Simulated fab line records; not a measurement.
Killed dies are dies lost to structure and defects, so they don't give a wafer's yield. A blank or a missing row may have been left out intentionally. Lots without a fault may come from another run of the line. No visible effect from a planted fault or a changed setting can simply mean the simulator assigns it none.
fab line records -- flow n5-finfet
record: lots: 7, wafers: 21
route steps=1938 shown FIN_CUT@156 DUMMY_GATE@215 SD_EPI_N@267 ILD0@338
start-h: hours from the record's first day to the start of the lot's first wafer shown -- wait-h: hours from the lot's prior step to this one -- " same as the row above -- L1.1+2: a row that stands for several wafers -- - no value, or no start given -- * or withheld: withheld -- < > ~ a bound
route shown NAME@n: a module of which the file shows steps, and the number in the route of the first -- usual: mean and standard deviation over wafers with no fault -- same: alike in all rows -- chamber/n: place in a boat -- sites: each site's reading -- _std_site: standard deviation across them -- _edge_site: the outer-site mean with the inner-site mean subtracted -- radius-mm: for every site, how far away it sits from the centre of the wafer -- mask NAME#n: copy n -- behind: the most recent tool/chamber to have shaped the wafer -- hold: why the lot went on hold/how many hours it stayed there/how the hold came to an end -- device: which transistor (n, p or np) failed to switch -- end of line: the same wafers' tests at the end of the route -- for a step that has no rows: nothing shown but its recipe -- killed: dies that structure and defects cost at the first sort, which is not the same as the wafer's yield -- map: per-die view of a wafer (x killed, . not killed, _ where there is no die)
set.NAME: the run value of the setting; set.NAME@STEP: its run value at that earlier step -- model.NAME: the simulator's own value behind a step, which no gauge read
lots whose settings were changed on purpose; a table a step, a row a wafer
== steps ==
step: N5_FIN_CUT_COAT_29
recipe: resist: underlayer, temp-c: 205, time-s: 60, spin-rpm: 1500, resist-thk-nm: 10
lot.wafer,tool,chamber,start-h,wait-h,set.spin-rpm,model.underlayer_of_FIN_CUT_COAT_29.thk-nm
L076.1+5,litho-track-01,0,-,-,1500,10
L076.6,litho-track-01,0,-,-,1563,9.8
L080.4+5,litho-track-05,0,-,-,1500,10
L080.6,litho-track-05,0,-,-,1438,10.2
L082.3+4+6,litho-track-01,0,-,-,1500,10
L083.3+4,litho-track-05,0,-,-,1500,10
L083.5,litho-track-05,0,-,-,1373,10.4
L084.1,litho-track-04,0,-,-,1500,10
L084.3+6,litho-track-04,0,-,-,1620,9.6
L085.1+3+6,litho-track-01,0,-,-,1500,10
L096.3+5+6,litho-track-01,0,-,-,1500,10
step: N5_FIN_CUT_COAT_02
recipe: resist: CAR-EUV, spin-rpm: 1500, resist-thk-nm: 30
step: N5_FIN_CUT_EBR_04
recipe: solvent: PGMEA, ebr-width-mm: 1.5
step: N5_FIN_CUT_DESCUM_13
recipe: chemistry: O2, time-s: 7, source-power-w: 50, bias-power-w: 20, pressure-mtorr: 20, rf-frequency-hz: 2.712e+07, temp-c: 40, resist: CAR-EUV, o2-flow-sccm: 225
step: N5_FIN_CUT_ETCH_30
recipe: chemistry: N2/H2, target: underlayer, target-depth-a: 130, mask-material: CAR-EUV, time-s: 10.4, ion-energy-ev: 200, pressure-mtorr: 30, source-w: 840, bias-w: 150, n2-flow-sccm: 200, h2-flow-sccm: 200, ends: cleared
lot.wafer,tool,chamber,start-h,wait-h,set.spin-rpm@FIN_CUT_COAT_29,model.CAR-EUV_of_FIN_CUT_COAT_02.thk-nm,model.etch.depth-nm
L076.1,rie-diel-03,1,40.71,0.0,1500,14.6,9.993
L076.5,rie-diel-03,0,40.71,0.0,1500,14.6,9.964
L076.6,rie-diel-03,3,40.71,0.0,1563,14.8,9.802
L080.4+5,rie-diel-03,"3,0",62.75,0.0,1500,14.6,10.04
L080.6,rie-diel-03,2,62.75,0.0,1438,14.4,10.25
L082.3,rie-diel-03,0,75.10,0.0,1500,14.6,10
L082.4,rie-diel-03,1,75.10,0.0,1500,14.4,10.04
L082.6,rie-diel-03,1,75.10,0.0,1500,14.6,10.01
L083.3,rie-diel-03,0,82.89,0.0,1500,14.6,10.03
L083.4,rie-diel-03,2,82.89,0.0,1500,14.6,10.04
L083.5,rie-diel-03,2,82.89,0.0,1373,14,10.5
L084.1,rie-diel-05,0,87.42,0.0,1500,14.6,10.05
L084.3,rie-diel-05,3,87.42,0.0,1620,15.2,9.675
L084.6,rie-diel-05,1,87.42,0.0,1620,15,9.695
L085.1+3,rie-diel-03,"2,1",94.99,0.0,1500,14.6,10.04
L085.6,rie-diel-03,0,94.99,0.0,1500,14.4,10.04
L096.3,rie-diel-05,3,165.10,0.0,1500,14.4,10.04
L096.5,rie-diel-05,1,165.10,0.0,1500,14.6,10.02
L096.6,rie-diel-05,0,165.10,0.0,1500,14.6,10.04
step: N5_FIN_CUT_ETCH_20
recipe: chemistry: CF4, target: SiARC, target-depth-a: 260, mask-material: CAR-EUV, time-s: 43.3, ion-energy-ev: 80, pressure-mtorr: 40, source-w: 545, bias-w: 36, Ar_flow_sccm: 100, cf4-flow-sccm: 100, ends: cleared
lot.wafer,tool,chamber,start-h,wait-h,set.spin-rpm@FIN_CUT_COAT_19,set.spin-rpm@FIN_CUT_COAT_29,model.underlayer_of_FIN_CUT_COAT_29.thk-nm,model.etch.depth-nm
L076.1,rie-diel-03,1,40.73,0.0,1500,1500,9.2,20.05
L076.5,rie-diel-03,0,40.73,0.0,1500,1500,9.2,19.96
L076.6,rie-diel-03,3,40.73,0.0,1500,1563,9,20.06
L080.4,rie-diel-03,3,62.78,0.0,1500,1500,9.4,20.1
L080.5,rie-diel-03,0,62.78,0.0,1413,1500,9.2,20.77
L080.6,rie-diel-03,2,62.78,0.0,1413,1438,9.6,20.74
L082.3,rie-diel-03,0,75.11,0.0,1621,1500,9.4,19.34
L082.4,rie-diel-03,1,75.11,0.0,1500,1500,9.4,20.07
L082.6,rie-diel-03,1,75.11,0.0,1500,1500,9.2,20.04
L083.3,rie-diel-03,0,82.91,0.0,1500,1500,9.4,19.97
L083.4,rie-diel-03,2,82.91,0.0,1500,1500,9.4,19.94
L083.5,rie-diel-03,2,82.91,0.0,1500,1373,9.8,19.97
L084.1,rie-diel-05,0,87.43,0.0,1500,1500,9.4,20.06
L084.3+6,rie-diel-05,"3,1",87.43,0.0,1500,1620,9,20.03
L085.1,rie-diel-03,2,95.01,0.0,1500,1500,9.4,20.06
L085.3,rie-diel-03,1,95.01,0.0,1500,1500,9.4,20.09
L085.6,rie-diel-03,0,95.01,0.0,1500,1500,9.4,20.1
L096.3,rie-diel-05,3,165.12,0.0,1611,1500,9.4,19.2
L096.5,rie-diel-05,1,165.12,0.0,1500,1500,9.2,20.03
L096.6,rie-diel-05,0,165.12,0.0,1500,1500,9.4,20.01
step: N5_FIN_CUT_ETCH_21
recipe: chemistry: N2/H2, target: SOC, target-depth-a: 2190, overetch-a: 438, mask-material: SiARC, temp-c: 40, ion-energy-ev: 100, bias-w: 61, time-s: 523.5, pressure-mtorr: 30, source-w: 850, n2-flow-sccm: 200, h2-flow-sccm: 200
lot.wafer,tool,chamber,start-h,wait-h,set.spin-rpm@FIN_CUT_COAT_19,model.SiARC_of_FIN_CUT_COAT_19.thk-nm
L076.1,rie-diel-03,1,40.77,0.0,1500,12
L076.5,rie-diel-03,0,40.77,0.0,1500,11.6
L076.6,rie-diel-03,3,40.77,0.0,1500,11.8
L080.4,rie-diel-03,3,62.95,0.2,1500,11.8
L080.5,rie-diel-03,0,62.95,0.2,1413,12.6
L080.6,rie-diel-03,2,62.95,0.2,1413,12.4
L082.3,rie-diel-03,0,75.15,0.0,1621,11
L082.4+6,rie-diel-03,1,75.15,0.0,1500,11.6
L083.3+4+5,rie-diel-03,"0,2,2",82.94,0.0,1500,11.6
L084.1,rie-diel-05,0,87.47,0.0,1500,12
L084.3,rie-diel-05,3,87.47,0.0,1500,11.6
L084.6,rie-diel-05,1,87.47,0.0,1500,11.8
L085.1+6,rie-diel-03,"2,0",95.04,0.0,1500,12
L085.3,rie-diel-03,1,95.04,0.0,1500,11.8
L096.3,rie-diel-05,3,165.16,0.0,1611,10.8
L096.5+6,rie-diel-05,"1,0",165.16,0.0,1500,12
step: N5_DUMMY_GATE_CVD_03
recipe: material: a-Si, target-thk-a: 1500, temp-c: 530, precursor: SiH4, time-s: 8042
lot.wafer,tool,chamber,start-h,wait-h,set.temp-c,model.a-Si_of_DUMMY_GATE_CVD_03.thk-nm
L076.1,-,-,-,0.1,530,149.4
L076.5,-,-,-,0.1,530,149.6
L076.6,-,-,-,0.1,530,149.8
L080.4+5,-,-,-,0.1,536.8,180.4
L080.6,-,-,-,0.1,536.8,182.2
L082.3,-,-,-,0.1,522.2,121.6
L082.4,-,-,-,0.1,522.2,119.4
L082.6,-,-,-,0.1,522.2,121.4
L083.3,-,-,-,0.1,541.6,206.8
L083.4,-,-,-,0.1,541.6,205.4
L083.5,-,-,-,0.1,541.6,205.6
L084.1,-,-,-,0.1,509.8,82.8
L084.3,-,-,-,0.1,509.8,83.8
L084.6,-,-,-,0.1,509.8,84.2
L085.1,lpcvd-02,0/90,105.13,0.1,530,151
L085.3,lpcvd-02,0/100,105.13,0.1,530,152.4
L085.6,lpcvd-02,0/114,105.13,0.1,530,152
L096.3,-,-,-,0.1,530,152
L096.5,-,-,-,0.1,530,151.4
L096.6,-,-,-,0.1,530,151.2
step: N5_DUMMY_GATE_COAT_28
recipe: resist: underlayer, temp-c: 205, time-s: 60, spin-rpm: 1500, resist-thk-nm: 10
lot.wafer,tool,chamber,start-h,wait-h,set.spin-rpm,model.underlayer_of_DUMMY_GATE_COAT_28.thk-nm
L076.1+5+6,litho-track-04,0,-,-,1619,9.6
L080.4,litho-track-04,0,-,-,1500,10
L080.5+6,litho-track-04,0,-,-,1432,10.2
L082.3+4,litho-track-04,0,-,-,1383,10.4
L082.6,litho-track-04,0,-,-,1500,10
L083.3+4+5,litho-track-03,0,-,-,1500,10
L084.1+6,litho-track-04,0,-,-,1500,10
L084.3,litho-track-04,0,-,-,1548,10
L085.1+3+6,litho-track-02,0,-,-,1500,10
L096.3+6,litho-track-03,0,-,-,1500,10
L096.5,litho-track-03,0,-,-,1430,10.2
step: N5_SD_EPI_N_EXPOSE_06
recipe: mask-id: SD_N_BLK, na: 1.35, source-shape: conventional, sigma-outer: 0.8, polarization: unpolarized, target-cd-nm: 120, dose-mj: 39.75
lot.wafer,tool,chamber,start-h,wait-h,mask,set.dose-mj
L076.1,arfi-scanner-03,0,62.37,-,SD_N_BLK#0,39.75
L076.5+6,arfi-scanner-03,0,62.37,-,SD_N_BLK#0,42.4
L080.4+5,arfi-scanner-01,0,83.98,-,SD_N_BLK#0,37.73
L080.6,arfi-scanner-01,0,83.98,-,SD_N_BLK#0,39.75
L082.3+6,arfi-scanner-03,0,96.12,-,SD_N_BLK#0,39.75
L082.4,arfi-scanner-03,0,96.12,-,SD_N_BLK#0,38.83
L083.3,arfi-scanner-01,0,104.16,-,SD_N_BLK#0,40.92
L083.4+5,arfi-scanner-01,0,104.16,-,SD_N_BLK#0,39.75
L084.1+3+6,arfi-scanner-03,0,111.52,-,SD_N_BLK#0,39.75
L085.1+3+6,arfi-scanner-02,0,119.88,-,SD_N_BLK#0,39.75
L096.3+5+6,arfi-scanner-02,0,189.09,-,SD_N_BLK#0,41.03
step: N5_SD_EPI_N_PEB_07
recipe: peb-temp-c: 110, peb-time-s: 60, resist: CAR-ArF-block
step: N5_SD_EPI_N_DEVELOP_08
recipe: develop-time-s: 30, developer: TMAH, resist: CAR-ArF-block, dev-temp-c: 23, rinse-liquid: diw, dry: air-spin
step: N5_SD_EPI_N_CD_MEAS_09
recipe: target-cd-nm: 120, landing-energy-ev: 500, detector: se-inlens
usual: cd-nm: 119.7/0.56
lot.wafer,tool,chamber,start-h,wait-h,set.dose-mj@SD_EPI_N_EXPOSE_06,cd-nm
L076.1,cd-sem-02,0,62.50,-,39.75,119.5
L076.5,cd-sem-02,0,62.50,-,42.4,124.5
L076.6,cd-sem-02,0,62.50,-,42.4,124.2
L080.4,cd-sem-02,0,84.09,-,37.73,116.1
L080.5,cd-sem-02,0,84.09,-,37.73,116.1
L080.6,cd-sem-02,0,84.09,-,39.75,119.5
L082.3,cd-sem-03,0,96.24,-,39.75,120.9
L082.4,cd-sem-03,0,96.24,-,38.83,118.3
L082.6,cd-sem-03,0,96.24,-,39.75,120.5
L083.3,cd-sem-02,0,104.27,-,40.92,121.7
L083.4,cd-sem-02,0,104.27,-,39.75,119.9
L083.5,cd-sem-02,0,104.27,-,39.75,119.8
L084.1,cd-sem-03,0,111.65,-,39.75,119.5
L084.3,cd-sem-03,0,111.65,-,39.75,118.8
L084.6,cd-sem-03,0,111.65,-,39.75,118.7
L085.1,cd-sem-01,0,120.01,-,39.75,119.6
L085.3,cd-sem-01,0,120.01,-,39.75,119.2
L085.6,cd-sem-01,0,120.01,-,39.75,119.1
L096.3,cd-sem-03,0,189.20,-,41.03,122.0
L096.5,cd-sem-03,0,189.20,-,41.03,121.7
L096.6,cd-sem-03,0,189.20,-,41.03,122.5
step: N5_SD_EPI_N_DESCUM_14
recipe: chemistry: O2, time-s: 7.9, source-power-w: 50, bias-power-w: 20, pressure-mtorr: 20, rf-frequency-hz: 2.712e+07, temp-c: 40, resist: CAR-ArF-block, o2-flow-sccm: 225
lot.wafer,tool,chamber,start-h,wait-h,set.dose-mj@SD_EPI_N_EXPOSE_06,model.SD_EPI_N.cd-nm
L076.1,rie-diel-02,3,62.62,0.1,39.75,119.8
L076.5,rie-diel-02,1,62.62,0.1,42.4,124.8
L076.6,rie-diel-02,3,62.62,0.1,42.4,124
L080.4,rie-diel-01,0,84.18,0.0,37.73,116
L080.5,rie-diel-01,3,84.18,0.0,37.73,116.2
L080.6,rie-diel-01,2,84.18,0.0,39.75,119.8
L082.3,rie-diel-01,2,96.32,0.0,39.75,120.8
L082.4,rie-diel-01,0,96.32,0.0,38.83,118.4
L082.6,rie-diel-01,0,96.32,0.0,39.75,120.4
L083.3,rie-diel-01,3,104.40,0.1,40.92,121.8
L083.4,rie-diel-01,2,104.40,0.1,39.75,119.8
L083.5,rie-diel-01,0,104.40,0.1,39.75,119.6
L084.1,rie-diel-01,0,111.74,0.0,39.75,119.6
L084.3,rie-diel-01,2,111.74,0.0,39.75,118.8
L084.6,rie-diel-01,0,111.74,0.0,39.75,118.6
L085.1,rie-diel-06,3,120.10,0.0,39.75,119.6
L085.3,rie-diel-06,1,120.10,0.0,39.75,119
L085.6,rie-diel-06,3,120.10,0.0,39.75,119.2
L096.3,rie-diel-06,2,189.29,0.0,41.03,121.6
L096.5,rie-diel-06,0,189.29,0.0,41.03,121.8
L096.6,rie-diel-06,2,189.29,0.0,41.03,122.4
step: N5_SD_EPI_N_ETCH_34
recipe: chemistry: CF4, target: SiARC, target-depth-a: 455, mask-material: CAR-ArF-block, time-s: 75.8, ion-energy-ev: 80, pressure-mtorr: 40, source-w: 545, bias-w: 36, Ar_flow_sccm: 100, cf4-flow-sccm: 100, ends: cleared
lot.wafer,tool,chamber,start-h,wait-h,set.dose-mj@SD_EPI_N_EXPOSE_06,model.SD_EPI_N.cd-nm
L076.1,rie-diel-02,3,62.65,0.0,39.75,119.6
L076.5,rie-diel-02,1,62.65,0.0,42.4,124.8
L076.6,rie-diel-02,3,62.65,0.0,42.4,124
L080.4,rie-diel-01,0,84.21,0.0,37.73,115.8
L080.5,rie-diel-01,3,84.21,0.0,37.73,116.2
L080.6,rie-diel-01,2,84.21,0.0,39.75,119.4
L082.3,rie-diel-01,2,96.36,0.0,39.75,120.8
L082.4,rie-diel-01,0,96.36,0.0,38.83,118.2
L082.6,rie-diel-01,0,96.36,0.0,39.75,120.4
L083.3,rie-diel-01,3,104.43,0.0,40.92,122
L083.4,rie-diel-01,2,104.43,0.0,39.75,119.8
L083.5,rie-diel-01,0,104.43,0.0,39.75,119.6
L084.1,rie-diel-01,0,111.77,0.0,39.75,119.6
L084.3,rie-diel-01,2,111.77,0.0,39.75,119
L084.6,rie-diel-01,0,111.77,0.0,39.75,118.6
L085.1,rie-diel-06,3,120.13,0.0,39.75,119.8
L085.3,rie-diel-06,1,120.13,0.0,39.75,119
L085.6,rie-diel-06,3,120.13,0.0,39.75,119.2
L096.3,rie-diel-06,2,189.32,0.0,41.03,121.8
L096.5,rie-diel-06,0,189.32,0.0,41.03,122
L096.6,rie-diel-06,2,189.32,0.0,41.03,122.6
step: N5_SD_EPI_N_ETCH_35
recipe: chemistry: N2/H2, target: SOC, overetch-a: 1080, mask-material: SiARC, temp-c: 40, ion-energy-ev: 100, source-w: 3000, bias-w: 133, pressure-mtorr: 20, time-s: 486, n2-flow-sccm: 200, h2-flow-sccm: 200
lot.wafer,tool,chamber,start-h,wait-h,set.dose-mj@SD_EPI_N_EXPOSE_06,model.SD_EPI_N.cd-nm
L076.1,rie-diel-02,3,62.71,0.0,39.75,120.2
L076.5,rie-diel-02,1,62.71,0.0,42.4,124.8
L076.6,rie-diel-02,3,62.71,0.0,42.4,124.4
L080.4,rie-diel-01,0,84.27,0.0,37.73,116
L080.5,rie-diel-01,3,84.27,0.0,37.73,115.8
L080.6,rie-diel-01,2,84.27,0.0,39.75,119.8
L082.3,rie-diel-01,2,96.41,0.0,39.75,121.2
L082.4,rie-diel-01,0,96.41,0.0,38.83,117.8
L082.6,rie-diel-01,0,96.41,0.0,39.75,119.2
L083.3,rie-diel-01,3,104.49,0.0,40.92,121.6
L083.4,rie-diel-01,2,104.49,0.0,39.75,120.6
L083.5,rie-diel-01,0,104.49,0.0,39.75,119
L084.1,rie-diel-01,0,111.83,0.0,39.75,118.6
L084.3,rie-diel-01,2,111.83,0.0,39.75,119
L084.6,rie-diel-01,0,111.83,0.0,39.75,118.8
L085.1,rie-diel-06,3,120.19,0.0,39.75,119.6
L085.3,rie-diel-06,1,120.19,0.0,39.75,118
L085.6,rie-diel-06,3,120.19,0.0,39.75,119.8
L096.3+5,rie-diel-06,"2,0",189.38,0.0,41.03,122.8
L096.6,rie-diel-06,2,189.38,0.0,41.03,123.6
step: N5_SD_EPI_N_STRIP_36
recipe: chemistry: N2/H2, temp-c: 40, n2-flow-sccm: 200, h2-flow-sccm: 200, rf-frequency-hz: 6e+07
step: N5_SD_EPI_N_ETCHBACK_44
recipe: chemistry: CH3F/O2, mode: anisotropic-etchback, target: SiNx, target-depth-a: 145, stop-on: SiO2, over-etch-frac: 0.3, ion-energy-ev: 120, pressure-mtorr: 30, source-w: 395, bias-w: 73, Ar_flow_sccm: 150, CH3F_flow_sccm: 30, O2_flow_sccm: 20
lot.wafer,tool,chamber,start-h,wait-h,set.dose-mj@SD_EPI_N_EXPOSE_06,model.SD_EPI_N.cd-nm
L076.1,rie-diel-02,3,63.03,0.0,39.75,120.2
L076.5,rie-diel-02,1,63.03,0.0,42.4,124.6
L076.6,rie-diel-02,3,63.03,0.0,42.4,124.4
L080.4,rie-diel-01,0,84.59,0.0,37.73,116.2
L080.5,rie-diel-01,3,84.59,0.0,37.73,115.8
L080.6,rie-diel-01,2,84.59,0.0,39.75,119.8
L082.3,rie-diel-01,2,96.74,0.0,39.75,121
L082.4,rie-diel-01,0,96.74,0.0,38.83,117.8
L082.6,rie-diel-01,0,96.74,0.0,39.75,119.2
L083.3,rie-diel-01,3,104.81,0.0,40.92,121.6
L083.4,rie-diel-01,2,104.81,0.0,39.75,120.6
L083.5,rie-diel-01,0,104.81,0.0,39.75,119
L084.1,rie-diel-01,0,112.15,0.0,39.75,118.6
L084.3,rie-diel-01,2,112.15,0.0,39.75,119
L084.6,rie-diel-01,0,112.15,0.0,39.75,118.8
L085.1+6,rie-diel-06,3,120.51,0.0,39.75,119.6
L085.3,rie-diel-06,1,120.51,0.0,39.75,118
L096.3+5,rie-diel-06,"2,0",189.71,0.0,41.03,122.8
L096.6,rie-diel-06,2,189.71,0.0,41.03,123.6
step: N5_ILD0_CMP_03
recipe: stop-on: SiNx, t-overpolish-s: 1.9, post-cmp-clean: alkaline-brush, down-force-psi: 4.1491, platen-rpm: 51.796, pad-velocity-m-s: 1.0306, target-thk-nm: 197.38
usual: time-to-endpoint-s: 72/5.5
lot.wafer,tool,chamber,start-h,wait-h,set.down-force-psi,time-to-endpoint-s
L076.1,cmp-03,2,76.83,0.1,4.1491,68
L076.5,cmp-03,0,76.83,0.1,4.855,59
L076.6,cmp-03,1,76.83,0.1,4.1491,65
L080.4,cmp-03,1,97.85,0.1,4.1491,64
L080.5,cmp-03,0,97.85,0.1,4.1491,68
L080.6,cmp-03,1,97.85,0.1,4.1491,68
L082.4,cmp-03,2,110.69,0.2,4.1491,65
L082.3,cmp-03,3,110.69,0.2,4.79,57
L082.6,cmp-03,2,110.69,0.2,4.79,59
L083.4,cmp-03,2,116.54,0.0,4.1491,67
L083.3,cmp-03,3,116.54,0.0,4.42,62
L083.5,cmp-03,2,116.54,0.0,4.42,65
L084.3,cmp-01,2,125.07,0.0,4.1491,78
L084.1,cmp-01,1,125.07,0.0,4.1491,80
L084.6,cmp-01,3,125.07,0.0,4.1491,75
L085.1,cmp-01,2,137.32,0.1,4.1491,77
L085.3,cmp-01,0,137.32,0.1,4.1491,78
L085.6,cmp-01,1,137.32,0.1,4.1491,79
L096.3,cmp-02,2,200.90,0.1,3.491,84
L096.6,cmp-02,0,200.90,0.1,4.1491,72
L096.5,cmp-02,1,200.90,0.1,4.1491,73
== key ==
split: step: N5_FIN_CUT_COAT_29, setting: spin-rpm, stated: 1500, by: wafer
response: step: N5_FIN_CUT_COAT_29, reading: model.underlayer_of_FIN_CUT_COAT_29.thk-nm, change: -0.0484, per: 1%, r: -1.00
response: step: N5_FIN_CUT_ETCH_30, reading: model.CAR-EUV_of_FIN_CUT_COAT_02.thk-nm, change: +0.0631, per: 1%, r: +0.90
response: step: N5_FIN_CUT_ETCH_30, reading: model.etch.depth-nm, change: -0.0497, per: 1%, r: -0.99
response: step: N5_FIN_CUT_ETCH_20, reading: model.underlayer_of_FIN_CUT_COAT_29.thk-nm, change: -0.0509, per: 1%, r: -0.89
split: step: N5_DUMMY_GATE_CVD_03, setting: temp-c, stated: 530, by: lot
response: step: N5_DUMMY_GATE_CVD_03, reading: model.a-Si_of_DUMMY_GATE_CVD_03.thk-nm, change: +20.2, per: 1%, r: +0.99
split: step: N5_DUMMY_GATE_COAT_28, setting: spin-rpm, stated: 1500, by: wafer
response: step: N5_DUMMY_GATE_COAT_28, reading: model.underlayer_of_DUMMY_GATE_COAT_28.thk-nm, change: -0.0437, per: 1%, r: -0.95
split: step: N5_SD_EPI_N_EXPOSE_06, setting: dose-mj, stated: 39.75, by: wafer
response: step: N5_SD_EPI_N_CD_MEAS_09, reading: cd-nm, change: +0.725, per: 1%, r: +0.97
response: step: N5_SD_EPI_N_DESCUM_14, reading: model.SD_EPI_N.cd-nm, change: +0.721, per: 1%, r: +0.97
response: step: N5_SD_EPI_N_ETCH_34, reading: model.SD_EPI_N.cd-nm, change: +0.731, per: 1%, r: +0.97
response: step: N5_SD_EPI_N_ETCH_35, reading: model.SD_EPI_N.cd-nm, change: +0.712, per: 1%, r: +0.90
response: step: N5_SD_EPI_N_ETCHBACK_44, reading: model.SD_EPI_N.cd-nm, change: +0.695, per: 1%, r: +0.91
split: step: N5_ILD0_CMP_03, setting: down-force-psi, stated: 4.1491, by: wafer
response: step: N5_ILD0_CMP_03, reading: time-to-endpoint-s, change: *, per: 1%, r: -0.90
split outside-this-file step=N5_FIN_CUT_COAT_19 setting=spin-rpm
split outside-this-file: this setting was split too, and the file shows its column; the key of that split is in another file
